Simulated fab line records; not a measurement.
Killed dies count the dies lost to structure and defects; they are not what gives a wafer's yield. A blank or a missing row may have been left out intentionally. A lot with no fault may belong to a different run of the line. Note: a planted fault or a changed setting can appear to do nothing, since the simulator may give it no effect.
Chamber matching -- flow n5-finfet -- 3 sister chambers for N5_GATE_CUT_HM_DEP_46 on pecvd-03
The step deposits SiO2 from TEOS/O2, target thk 130 nm, time 26.6 s. 3 wafers are shown with their chamber, then 8 later ones without.

## WAFERS, EACH WITH ITS CHAMBER
wafer,chamber,throttle-valve-pct (%)
L078.4,1,19.3
L086.4,2,18.0
L090.2,0,19.3

## WAFERS WITH NO CHAMBER GIVEN
wafer,throttle-valve-pct (%)
L090.3,19.5
L090.5,18.0
L094.2,19.5
L094.3,18.9
L094.5,18.1
L096.1,17.9
L096.4,19.2
L096.6,19.4

## WHICH CHAMBER EACH WENT THROUGH
wafer,from the rows above,in truth
L090.3,can't be placed: 0 or 1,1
L090.5,2,2
L094.2,can't be placed: 0 or 1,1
L094.3,can't be placed: 0 or 1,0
L094.5,2,2
L096.1,2,2
L096.4,can't be placed: 0 or 1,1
L096.6,can't be placed: 0 or 1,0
Correctly placed: 3 of 8. From these rows, 5 cannot be placed; in 5 the true chamber is one of the candidates. Number placed wrongly: 0.
How it was worked out, from the rows above alone: a wafer's distance from a chamber is the root of the sum, over the readings, of the square of ((its reading less the chamber's mean) divided by the reading's scatter). The wafer belongs to the nearest chamber; if the next one is less than 2 further off, it can't be placed. Each chamber's mean is taken over the wafers shown for it. The scatter: with one shown wafer a chamber, the root of the mean of the squares of how far each hidden wafer lies from its nearest shown one.
